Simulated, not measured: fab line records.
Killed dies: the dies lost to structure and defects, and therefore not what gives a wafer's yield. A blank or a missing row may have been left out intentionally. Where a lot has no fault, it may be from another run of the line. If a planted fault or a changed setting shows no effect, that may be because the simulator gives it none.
Chamber matching	flow n5-finfet	N5_SDB_ETCH_25 on rie-diel-03 has 4 sister chambers
The step etches SiO2 in C4F6/O2, target depth 10 nm, time 3.3 s. 20 wafers are shown with their chamber, then 10 later ones without.

== WAFERS PAIRED WITH THEIR CHAMBERS ==
wafer	chamber	drypump-motor-current-A (A)	showerhead-plenum-p-Torr (Torr)	rf-vpp-V (V)
L075.2	1	5.78	2.77	634
L075.3	2	5.99	2.96	664
L075.4	1	5.78	2.77	633
L079.4	1	5.79	2.77	632
L079.5	2	5.97	2.95	664
L079.6	0	5.52	2.82	640
L084.1	0	5.52	2.82	638
L084.4	3	5.66	2.76	652
L084.5	1	5.77	2.76	633
L085.2	1	5.77	2.76	634
L085.3	3	5.67	2.76	652
L085.4	0	5.52	2.82	640
L091.3	0	5.53	2.81	639
L091.4	1	5.78	2.76	633
L091.5	1	5.78	2.76	632
L092.1	2	5.94	2.94	663
L092.2	0	5.53	2.81	638
L092.3	1	5.78	2.76	633
L092.4	3	5.65	2.75	649
L092.5	1	5.78	2.76	633

SIGNATURES (averages over the wafers above)
reading	chamber 0	chamber 1	chamber 2	chamber 3	scatter within a chamber
drypump-motor-current-A	5.5240	5.7789	5.9667	5.6600	0.0108
showerhead-plenum-p-Torr	2.8160	2.7633	2.9500	2.7567	0.00606
rf-vpp-V	639.00	633.00	663.67	651.00	0.957
Rule: for a wafer and a chamber, the distance is found by dividing, reading by reading, the gap between the wafer's reading and the chamber's mean by the reading's scatter, squaring, summing and taking the root. The wafer belongs to the nearest chamber; if the next one is less than 2 further off, it can't be placed. The scatter is the square root of a quotient: the sum, over the shown wafers, of each reading's squared deviation from its chamber's mean, divided by wafers minus chambers.

== WAFERS MISSING THEIR CHAMBER ==
wafer	drypump-motor-current-A (A)	showerhead-plenum-p-Torr (Torr)	rf-vpp-V (V)
L092.6	5.52	2.81	638
L093.2	5.74	2.76	633
L093.3	5.64	2.75	649
L093.6	5.76	2.76	632
L095.1	5.93	2.94	665
L095.2	5.52	2.81	640
L095.6	5.53	2.81	638
L096.1	5.53	2.81	640
L096.2	5.96	2.94	663
L096.5	5.79	2.75	635

== WHICH CHAMBER EACH ONE RAN IN ==
wafer	from the rows above	in truth
L092.6	0	0
L093.2	1	1
L093.3	3	3
L093.6	1	1
L095.1	2	2
L095.2	0	0
L095.6	0	0
L096.1	0	0
L096.2	2	2
L096.5	1	1
Correct placement for 10 of the 10. From these rows, 0 cannot be placed. Number placed wrongly: 0.
